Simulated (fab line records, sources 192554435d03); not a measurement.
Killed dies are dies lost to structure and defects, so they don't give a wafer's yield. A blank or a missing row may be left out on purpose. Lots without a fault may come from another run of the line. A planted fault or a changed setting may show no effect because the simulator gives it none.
fab line records | flow n5_finfet
record lots=24 wafers=72 last_day=18
route steps=1938 shown BEOL_M0@721 BEOL_M1@764
lots that met no fault: from a run of the same line without faults
start_h: hours from the record's first day to the start of the lot's first wafer shown | wait_h: hours since the lot's step before | " the same as in the row above | L1.1+2: a row that stands for several wafers | - no value, or no start given | * or withheld: withheld | < > ~ a bound
route shown NAME@n: a module of which the file shows steps, and the number in the route of the first | usual: mean/standard deviation of fault-free wafers | same: alike in all rows | chamber/n: place in a boat | sites: the reading at each site | _std_site: their standard deviation | _edge_site: outer sites' mean less inner sites' | radius_mm: how far each site lies from the wafer's centre | mask NAME#n: copy n | behind: the tool/chamber that last shaped the wafer | hold: why the lot was held/for how many hours/how that ended | device: the transistor (n, p or np) that didn't switch | end of line: the same wafers' tests at the end of the route | a step without rows: its recipe alone | killed: dies lost to structure and defects at the first sort, not the wafer's yield | map: a wafer's dies, x killed, . not, _ none there
set.NAME: the setting as run; set.NAME@STEP: as run at that earlier step | model.NAME: the simulator's own value behind a step, which no gauge read
steps of the route over a sample of lots; a table a step, a row a wafer
services: from which hour (start_h, from the record's first day; less than 0 if before it) a tool's chamber was out of use, for how many hours, and why
## steps
# step N5_BEOL_M0_TRENCH_ETCH_107
# recipe chemistry=C4F6/O2 target_depth_a=328 target=SiOC time_s=16.4 ion_energy_ev=250 pressure_mtorr=30 source_w=355 bias_w=185 Ar_flow_sccm=300 C4F6_flow_sccm=10 O2_flow_sccm=10
# usual drypump_motor_current_A=5.6/0.51 oes_product_au=0.82/0.11 rf_vpp_V=660/12 showerhead_plenum_p_Torr=2.83/0.11 throttle_valve_pct=20.78/0.21
# columns lot.wafer tool chamber start_h wait_h drypump_motor_current_A oes_product_au rf_hours_counter_h rf_vpp_V showerhead_plenum_p_Torr throttle_valve_pct
L074.2 rie_diel-06 0 118.81 0.0 5.6 0.70 243 631 2.69 21.07
L074.3 " 1 " " 4.9 0.83 97 679 2.88 20.63
L074.5 " 1 " " 4.9 0.82 - 681 2.88 20.62
L075.1 rie_diel-02 3 125.35 0.0 6.6 0.70 198 651 2.70 20.55
L075.5 " 2 " " 5.4 0.68 - 658 2.70 21.12
L075.6 " 3 " " 6.6 0.70 - 654 2.70 20.54
L076.1 rie_diel-01 1 128.44 0.0 6.7 0.69 244 657 2.80 21.26
L076.3 " 2 " " 5.1 0.70 235 675 2.80 20.77
L076.5 " 1 " " 6.7 0.69 - 656 2.80 21.24
L077.2 rie_diel-01 0 132.51 0.0 6.0 0.79 103 652 2.89 20.92
L077.5 " 1 " " 6.8 0.70 - 656 2.80 21.24
L077.6 " 2 " " 5.1 0.70 - 675 2.80 20.78
L078.3 rie_diel-06 3 144.53 0.0 5.3 0.97 5 659 2.80 20.42
L078.5 " 2 " " 5.5 0.87 - 662 2.87 21.00
L078.6 " 1 " " 4.9 0.82 - 680 2.87 20.64
L079.2 rie_diel-06 3 144.68 0.0 5.3 0.96 5 658 2.80 20.40
L079.5 " 1 " " 4.9 0.81 - 680 2.87 20.63
L079.6 " 3 " " 5.3 0.97 - 657 2.80 20.42
L081.1 rie_diel-01 0 161.62 0.0 6.0 0.77 117 652 2.88 20.92
L081.4 " 0 " " 6.0 0.77 - 652 2.88 20.93
L081.6 " 2 " " 5.1 0.69 - 674 2.80 20.80
L080.2 rie_diel-02 2 162.17 0.0 5.4 1.00 1 668 3.03 20.76
L080.3 " 1 " " 5.4 0.68 231 662 2.71 21.00
L080.6 " 0 " " 5.6 0.73 - 646 2.70 20.81
L082.1 rie_diel-06 1 163.93 0.0 4.9 0.81 118 680 2.87 20.65
L082.2 " 0 " " 5.6 0.99 1 639 3.02 20.64
L082.5 " 0 " " 5.6 0.99 - 640 3.02 20.64
L083.2 rie_diel-06 3 172.42 0.0 5.3 0.94 14 657 2.79 20.43
L083.5 " 2 " " 5.5 0.85 - 663 2.87 21.02
L083.6 " 1 " " 4.9 0.80 - 679 2.87 20.67
L084.1 rie_diel-06 0 182.45 0.0 5.5 0.98 6 641 3.02 20.65
L084.5 " 1 " " 5.0 0.79 - 681 2.87 20.64
L084.6 " 0 " " 5.6 0.97 - 641 3.02 20.66
L085.2 rie_diel-01 2 185.67 0.0 5.1 0.99 1 675 2.80 20.32
L085.3 " 3 " " 6.1 0.91 19 657 2.81 20.94
L085.5 " 0 " " 6.0 0.76 - 651 2.88 20.94
L086.1 rie_diel-02 3 196.30 0.0 6.5 0.69 215 652 2.70 20.57
L086.5 " 3 " " 6.5 0.69 - 652 2.70 20.57
L086.6 " 2 " " 5.4 0.94 - 671 3.03 20.75
L087.2 rie_diel-01 2 203.68 0.0 5.1 0.96 7 673 2.79 20.35
L087.3 " 0 " " 6.0 0.76 132 651 2.87 20.95
L087.5 " 2 " " 5.1 0.98 - 674 2.79 20.33
L089.1 rie_diel-02 3 212.83 0.0 6.6 0.69 221 652 2.69 20.58
L089.2 " 0 " " 5.6 0.71 198 646 2.69 20.83
L089.5 " 2 " " 5.5 0.94 - 669 3.03 20.77
L088.1 rie_diel-02 3 213.18 0.0 6.5 0.68 221 653 2.69 20.59
L088.3 " 0 " " 5.6 0.71 198 645 2.69 20.84
L088.5 " 0 " " 5.6 0.71 - 648 2.69 20.85
L090.1 rie_diel-06 0 223.07 0.0 5.6 0.93 20 641 3.01 20.69
L090.3 " 2 " " 5.5 0.83 71 665 2.86 21.03
L090.4 " 1 " " 4.9 0.79 137 678 2.86 20.69
L091.1 rie_diel-01 1 223.22 0.0 6.7 0.91 21 655 2.78 20.92
L091.2 " 0 " " 6.0 0.76 138 650 2.87 20.96
L091.5 " 3 " " 6.1 0.89 - 657 2.81 20.97
L092.1 rie_diel-02 3 228.62 0.0 6.6 0.68 227 652 2.69 20.60
L092.2 " 0 " " 5.6 0.70 204 647 2.69 20.86
L092.3 " 2 " " 5.4 0.91 25 669 3.02 20.78
L093.1 rie_diel-02 2 238.73 0.0 5.4 0.90 29 668 3.02 20.80
L093.4 " 2 " " 5.4 0.90 - 670 3.02 20.79
L093.5 " 0 " " 5.6 0.70 - 645 2.69 20.85
L094.2 rie_diel-06 1 239.05 0.0 4.9 0.78 142 680 2.86 20.68
L094.4 " 0 " " 5.6 0.92 25 640 3.01 20.67
L094.5 " 2 " " 5.5 0.83 - 664 2.86 21.04
L095.2 rie_diel-02 0 242.15 0.0 5.6 0.70 210 644 2.69 20.84
L095.3 " 3 " " 6.6 0.67 233 653 2.69 20.60
L095.4 " 0 " " 5.6 0.70 - 646 2.69 20.86
L096.2 rie_diel-06 2 254.62 0.0 5.5 0.83 82 664 2.85 21.04
L096.3 " 3 " " 5.3 0.88 42 658 2.78 20.49
L096.6 " 1 " " 4.9 0.77 - 677 2.86 20.70
L097.1 rie_diel-06 0 266.21 0.0 5.5 0.91 33 640 3.01 20.68
L097.5 " 0 " " 5.5 0.91 - 639 3.01 20.70
L097.6 " 3 " " 5.3 0.87 - 657 2.78 20.48
# step N5_BEOL_M0_OCD_MEAS_108
# usual trench_depth_nm=32.7/0.63
# columns lot.wafer tool chamber start_h wait_h trench_depth_nm
L074.2 ocd-01 - 118.92 0.1 32.2
L074.3 " - " " 32.7
L074.5 " - " " 33.2
L075.1 ocd-01 - 125.45 0.1 32.4
L075.5 " - " " 32.1
L075.6 " - " " 33.0
L076.1 ocd-02 - 128.55 0.1 32.5
L076.3 " - " " 32.8
L076.5 " - " " 33.1
L077.2 ocd-02 - 132.61 0.1 32.0
L077.5 " - " " 33.4
L077.6 " - " " 32.8
L078.3 ocd-02 - 144.63 0.1 33.5
L078.5 " - " " 33.2
L078.6 " - " " 33.0
L079.2 ocd-01 - 144.78 0.1 33.0
L079.5 " - " " 32.7
L079.6 " - " " 33.5
L081.1 ocd-01 - 161.72 0.1 32.0
L081.4 " - " " 31.8
L081.6 " - " " 32.7
L080.2 ocd-01 - 162.28 0.1 33.5
L080.3 " - " " 32.2
L080.6 " - " " 32.3
L082.1 ocd-02 - 164.04 0.1 33.0
L082.2 " - " " 33.2
L082.5 " - " " 32.8
L083.2 ocd-02 - 172.52 0.1 33.9
L083.5 " - " " 33.1
L083.6 " - " " 32.0
L084.1 ocd-01 - 182.56 0.1 33.5
L084.5 " - " " 32.1
L084.6 " - " " 33.6
L085.2 ocd-01 - 185.78 0.1 32.9
L085.3 " - " " 33.8
L085.5 " - " " 31.4
L086.1 ocd-02 - 196.41 0.1 32.3
L086.5 " - " " 32.3
L086.6 " - " " 32.5
L087.2 ocd-01 - 203.79 0.1 33.1
L087.3 " - " " 31.2
L087.5 " - " " 33.2
L089.1 ocd-02 - 212.93 0.1 32.6
L089.2 " - " " 32.2
L089.5 " - " " 32.4
L088.1 ocd-01 - 213.29 0.1 32.2
L088.3 " - " " 32.2
L088.5 " - " " 32.2
L090.1 ocd-01 - 223.18 0.1 32.9
L090.3 " - " " 33.1
L090.4 " - " " 32.6
L091.1 ocd-02 - 223.32 0.1 33.0
L091.2 " - " " 31.6
L091.5 " - " " 33.1
L092.1 ocd-01 - 228.72 0.1 32.8
L092.2 " - " " 32.1
L092.3 " - " " 32.4
L093.1 ocd-02 - 238.83 0.1 32.1
L093.4 " - " " 32.1
L093.5 " - " " 32.0
L094.2 ocd-01 - 239.16 0.1 32.6
L094.4 " - " " 32.9
L094.5 " - " " 32.9
L095.2 ocd-02 - 242.26 0.1 31.7
L095.3 " - " " 32.0
L095.4 " - " " 32.0
L096.2 ocd-01 - 254.73 0.1 33.2
L096.3 " - " " 33.9
L096.6 " - " " 32.1
L097.1 ocd-02 - 266.32 0.1 33.0
L097.5 " - " " 33.5
L097.6 " - " " 34.0
# step N5_BEOL_M0_ANNEAL_119
# recipe temp_c=225 time_s=90 ambient=N2
# usual wafer_temp_C_max=226.0/0.7
# columns lot.wafer tool chamber start_h wait_h wafer_temp_C_max
L074.2 rtp_anneal-02 0 121.52 0.2 225.7
L074.3 " 0 " " 225.5
L074.5 " 0 " " 225.5
L075.1 rtp_anneal-02 0 129.34 0.1 225.8
L075.5 " 0 " " 225.6
L075.6 " 0 " " 225.7
L076.1 rtp_anneal-02 0 131.03 0.1 225.5
L076.3 " 0 " " 225.4
L076.5 " 0 " " 225.4
L077.2 rtp_anneal-02 0 134.94 0.8 225.3
L077.5 " 0 " " 225.5
L077.6 " 0 " " 225.4
L079.2 rtp_anneal-02 0 146.74 0.1 225.3
L079.5 " 0 " " 225.5
L079.6 " 0 " " 225.6
L078.3 rtp_anneal-01 0 146.74 0.1 227.4
L078.5 " 0 " " 227.0
L078.6 " 0 " " 227.1
L081.1 rtp_anneal-02 0 164.15 0.1 225.5
L081.4 " 0 " " 225.5
L081.6 " 0 " " 225.6
L080.2 rtp_anneal-02 0 164.68 0.1 225.4
L080.3 " 0 " " 225.2
L080.6 " 0 " " 225.5
L082.1 rtp_anneal-01 0 168.11 0.1 227.2
L082.2 " 0 " " 227.1
L082.5 " 0 " " 227.5
L083.2 rtp_anneal-02 0 176.43 0.5 225.5
L083.5 " 0 " " 225.5
L083.6 " 0 " " 225.9
L084.1 rtp_anneal-02 0 186.63 0.1 225.6
L084.5 " 0 " " 225.3
L084.6 " 0 " " 225.4
L085.2 rtp_anneal-02 0 187.98 0.1 225.4
L085.3 " 0 " " 225.9
L085.5 " 0 " " 225.8
L086.1 rtp_anneal-02 0 200.11 0.1 225.2
L086.5 " 0 " " 225.7
L086.6 " 0 " " 225.6
L087.2 rtp_anneal-02 0 207.12 0.1 225.5
L087.3 " 0 " " 225.8
L087.5 " 0 " " 225.7
L089.1 rtp_anneal-02 0 215.68 0.5 225.7
L089.2 " 0 " " 225.5
L089.5 " 0 " " 225.7
L088.1 rtp_anneal-01 0 215.83 0.3 226.7
L088.3 " 0 " " 226.7
L088.5 " 0 " " 226.4
L090.1 rtp_anneal-01 0 227.85 0.1 226.8
L090.3 " 0 " " 227.2
L090.4 " 0 " " 227.1
L091.1 rtp_anneal-02 0 228.29 0.1 225.6
L091.2 " 0 " " 225.7
L091.5 " 0 " " 225.4
L092.1 rtp_anneal-01 0 232.59 0.1 226.8
L092.2 " 0 " " 226.8
L092.3 " 0 " " 226.5
L093.1 rtp_anneal-02 0 240.73 0.1 225.6
L093.4 " 0 " " 225.8
L093.5 " 0 " " 225.4
L094.2 rtp_anneal-01 0 241.26 0.1 226.5
L094.4 " 0 " " 227.5
L094.5 " 0 " " 226.9
L095.2 rtp_anneal-02 0 244.83 0.8 225.3
L095.3 " 0 " " 225.4
L095.4 " 0 " " 225.5
L096.2 rtp_anneal-01 0 257.27 0.1 227.2
L096.3 " 0 " " 227.8
L096.6 " 0 " " 226.4
L097.1 rtp_anneal-01 0 268.10 0.1 226.8
L097.5 " 0 " " 226.8
L097.6 " 0 " " 227.0
# step N5_BEOL_M1_CD_MEAS_11
# recipe target_cd_nm=17.05 landing_energy_ev=500 detector=se_inlens polarity=opening
# usual cd_nm=17.02/0.24
# columns lot.wafer tool chamber start_h wait_h cd_nm
L074.2 cd_sem-02 0 123.17 - 17.11
L074.3 " 0 " " 16.68
L074.5 " 0 " " 16.81
L075.1 cd_sem-01 0 132.68 - 16.80
L075.5 " 0 " " 16.73
L075.6 " 0 " " 16.89
L076.1 cd_sem-02 0 133.30 - 17.22
L076.3 " 0 " " 17.05
L076.5 " 0 " " 17.04
L077.2 cd_sem-02 0 137.21 - 17.05
L077.5 " 0 " " 16.69
L077.6 " 0 " " 16.50
L078.3 cd_sem-03 0 149.75 - 17.04
L078.5 " 0 " " 17.11
L078.6 " 0 " " 17.24
L079.2 cd_sem-02 0 149.97 - 17.02
L079.5 " 0 " " 16.86
L079.6 " 0 " " 17.24
L081.1 cd_sem-01 0 168.66 - 17.05
L081.4 " 0 " " 16.90
L081.6 " 0 " " 16.76
L080.2 cd_sem-01 0 168.99 - 16.55
L080.3 " 0 " " 17.60
L080.6 " 0 " " 16.87
L082.1 cd_sem-01 0 170.09 - 16.59
L082.2 " 0 " " 16.93
L082.5 " 0 " " 17.27
L083.2 cd_sem-02 0 179.63 - 16.96
L083.5 " 0 " " 17.22
L083.6 " 0 " " 17.11
L084.1 cd_sem-02 0 188.33 - 16.99
L084.5 " 0 " " 16.69
L084.6 " 0 " " 16.86
L085.2 cd_sem-03 0 190.55 - 17.19
L085.3 " 0 " " 17.38
L085.5 " 0 " " 17.27
L086.1 cd_sem-01 0 203.22 - 16.96
L086.5 " 0 " " 17.70
L086.6 " 0 " " 16.93
L087.2 cd_sem-03 0 208.95 - 17.20
L087.3 " 0 " " 17.14
L087.5 " 0 " " 16.77
L089.1 cd_sem-02 0 217.62 - 17.08
L089.2 " 0 " " 17.40
L089.5 " 0 " " 16.86
L088.1 cd_sem-02 0 217.78 - 17.39
L088.3 " 0 " " 17.10
L088.5 " 0 " " 16.96
L090.1 cd_sem-02 0 230.08 - 16.92
L090.3 " 0 " " 17.14
L090.4 " 0 " " 16.81
L091.1 cd_sem-03 0 232.98 - 16.71
L091.2 " 0 " " 17.06
L091.5 " 0 " " 16.96
L092.1 cd_sem-01 0 234.65 - 16.76
L092.2 " 0 " " 16.88
L092.3 " 0 " " 17.07
L093.1 cd_sem-01 0 242.89 - 17.32
L093.4 " 0 " " 17.27
L093.5 " 0 " " 17.79
L094.2 cd_sem-01 0 243.17 - 17.12
L094.4 " 0 " " 17.53
L094.5 " 0 " " 17.04
L095.2 cd_sem-02 0 247.65 - 17.03
L095.3 " 0 " " 17.07
L095.4 " 0 " " 16.96
L096.2 cd_sem-01 0 260.72 - 16.83
L096.3 " 0 " " 17.05
L096.6 " 0 " " 16.57
L097.1 cd_sem-01 0 269.96 - 17.10
L097.5 " 0 " " 16.92
L097.6 " 0 " " 17.03
# step N5_BEOL_M1_SPUTTER_48
# recipe material=Cu target_thk_a=45 temp_c=-20 chamber_pressure_pa=0.07 power_w=withheld time_s=8.29
# usual throttle_valve_pct=30.1/1
# columns lot.wafer tool chamber start_h wait_h throttle_valve_pct
L074.2 pvd_sputter-03 - 134.12 0.1 29.0
L074.3 " - " " 29.6
L074.5 " - " " 29.4
L075.1 pvd_sputter-03 - 137.78 0.1 29.1
L075.5 " - " " 32.0
L075.6 " - " " 30.1
L076.1 pvd_sputter-02 - 138.01 0.1 28.9
L076.3 " - " " 29.5
L076.5 " - " " 29.0
L077.2 pvd_sputter-01 - 139.81 0.1 30.9
L077.5 " - " " 31.9
L077.6 " - " " 30.8
L078.3 pvd_sputter-01 - 152.72 0.1 30.7
L078.5 " - " " 30.8
L078.6 " - " " 31.5
L079.2 pvd_sputter-03 - 153.07 0.1 29.4
L079.5 " - " " 29.2
L079.6 " - " " 29.3
L081.1 pvd_sputter-02 - 176.52 0.1 29.5
L081.4 " - " " 28.7
L081.6 " - " " 29.0
L080.2 pvd_sputter-01 - 176.62 0.1 30.6
L080.3 " - " " 30.9
L080.6 " - " " 30.8
L082.1 pvd_sputter-02 - 178.40 1.7 29.5
L082.2 " - " " 29.7
L082.5 " - " " 28.9
L083.2 pvd_sputter-01 - 187.92 0.2 30.8
L083.5 " - " " 31.7
L083.6 " - " " 30.7
L084.1 pvd_sputter-01 - 192.21 0.1 31.9
L084.5 " - " " 30.6
L084.6 " - " " 31.7
L085.2 pvd_sputter-01 - 197.66 0.1 30.0
L085.3 " - " " 31.5
L085.5 " - " " 30.8
L086.1 pvd_sputter-02 - 210.26 0.1 28.7
L086.5 " - " " 29.0
L086.6 " - " " 29.0
L087.2 pvd_sputter-03 - 215.52 0.5 29.2
L087.3 " - " " 32.3
L087.5 " - " " 30.0
L089.1 pvd_sputter-02 - 220.90 0.2 29.4
L089.2 " - " " 28.7
L089.5 " - " " 28.9
L088.1 pvd_sputter-03 - 221.03 0.1 29.5
L088.3 " - " " 30.4
L088.5 " - " " 29.5
L090.1 pvd_sputter-02 - 236.88 1.6 29.6
L090.3 " - " " 29.3
L090.4 " - " " 28.9
L091.1 pvd_sputter-01 - 240.24 0.1 31.8
L091.2 " - " " 30.1
L091.5 " - " " 30.0
L092.1 pvd_sputter-02 - 242.02 0.5 28.9
L092.2 " - " " 28.7
L092.3 " - " " 29.5
L095.2 pvd_sputter-02 - 252.25 0.1 29.5
L095.3 " - " " 29.4
L095.4 " - " " 29.1
L093.1 pvd_sputter-01 - 254.48 0.2 30.8
L093.4 " - " " 30.7
L093.5 " - " " 30.4
L094.2 pvd_sputter-03 - 258.15 0.1 29.2
L094.4 " - " " 32.2
L094.5 " - " " 29.5
L096.2 pvd_sputter-02 - 269.97 0.1 28.9
L096.3 " - " " 29.3
L096.6 " - " " 29.4
L097.1 pvd_sputter-01 - 273.68 0.1 31.7
L097.5 " - " " 30.8
L097.6 " - " " 31.4
# step N5_BEOL_M1_ANNEAL_87
# recipe temp_c=400 time_s=240 ambient=vacuum
# usual heater_power_w=821/97
# columns lot.wafer tool chamber start_h wait_h heater_power_w
L074.2 pvd_sputter-03 - 134.86 0.0 722
L074.3 " - " " 776
L074.5 " - " " 711
L075.1 pvd_sputter-03 - 138.52 0.0 743
L075.5 " - " " 721
L075.6 " - " " 809
L076.1 pvd_sputter-02 - 138.75 0.0 1025
L076.3 " - " " 763
L076.5 " - " " 1065
L077.2 pvd_sputter-01 - 140.55 0.0 715
L077.5 " - " " 885
L077.6 " - " " 903
L078.3 pvd_sputter-01 - 153.46 0.0 870
L078.5 " - " " 712
L078.6 " - " " 857
L079.2 pvd_sputter-03 - 153.81 0.0 778
L079.5 " - " " 773
L079.6 " - " " 727
L081.1 pvd_sputter-02 - 177.26 0.0 891
L081.4 " - " " 852
L081.6 " - " " 1062
L080.2 pvd_sputter-01 - 177.36 0.0 926
L080.3 " - " " 742
L080.6 " - " " 720
L082.1 pvd_sputter-02 - 179.14 0.0 1014
L082.2 " - " " 889
L082.5 " - " " 823
L083.2 pvd_sputter-01 - 188.66 0.0 700
L083.5 " - " " 873
L083.6 " - " " 877
L084.1 pvd_sputter-01 - 192.95 0.0 897
L084.5 " - " " 728
L084.6 " - " " 874
L085.2 pvd_sputter-01 - 198.40 0.0 740
L085.3 " - " " 864
L085.5 " - " " 908
L086.1 pvd_sputter-02 - 211.00 0.0 827
L086.5 " - " " 847
L086.6 " - " " 1061
L087.2 pvd_sputter-03 - 216.26 0.0 783
L087.3 " - " " 719
L087.5 " - " " 813
L089.1 pvd_sputter-02 - 221.64 0.0 770
L089.2 " - " " 835
L089.5 " - " " 850
L088.1 pvd_sputter-03 - 221.77 0.0 777
L088.3 " - " " 806
L088.5 " - " " 789
L090.1 pvd_sputter-02 - 237.62 0.0 760
L090.3 " - " " 866
L090.4 " - " " 841
L091.1 pvd_sputter-01 - 240.98 0.0 871
L091.2 " - " " 736
L091.5 " - " " 715
L092.1 pvd_sputter-02 - 242.76 0.0 1052
L092.2 " - " " 842
L092.3 " - " " 758
L095.2 pvd_sputter-02 - 252.99 0.0 742
L095.3 " - " " 878
L095.4 " - " " 1039
L093.1 pvd_sputter-01 - 255.22 0.0 903
L093.4 " - " " 709
L093.5 " - " " 925
L094.2 pvd_sputter-03 - 258.89 0.0 707
L094.4 " - " " 709
L094.5 " - " " 792
L096.2 pvd_sputter-02 - 270.71 0.0 1052
L096.3 " - " " 872
L096.6 " - " " 762
L097.1 pvd_sputter-01 - 274.42 0.0 887
L097.5 " - " " 707
L097.6 " - " " 883
## services
# columns tool chamber start_h hours kind
rie_diel-02 - 96.68 28.1 pm
pvd_sputter-01 - 99.50 4.9 repair
rie_diel-01 - 105.62 2.8 pm
rie_diel-06 3 116.09 - clean
rie_diel-06 3 116.09 - consumable_replace:focus_ring
rie_diel-06 3 116.09 18.1 scheduled_down
rie_diel-06 3 116.09 18.1 vent_cycle
rie_diel-02 3 126.12 3.5 repair
rie_diel-02 2 139.13 - clean
rie_diel-02 2 139.13 - consumable_replace:focus_ring
rie_diel-02 2 139.13 - consumable_replace:showerhead
rie_diel-02 2 139.13 19.0 scheduled_down
rie_diel-06 0 141.86 - clean
rie_diel-06 0 141.86 - consumable_replace:focus_ring
rie_diel-06 0 141.86 - consumable_replace:showerhead
rie_diel-06 0 141.86 17.7 scheduled_down
rie_diel-06 0 141.86 17.7 vent_cycle
rie_diel-02 3 143.67 19.0 repair
pvd_sputter-02 - 157.68 14.3 repair
pvd_sputter-02 - 207.32 1.6 repair
rie_diel-02 1 209.60 1.2 repair
rie_diel-06 2 212.80 6.6 repair
rie_diel-01 0 231.78 6.0 repair
rie_diel-02 0 262.90 4.5 repair
## key
fault none
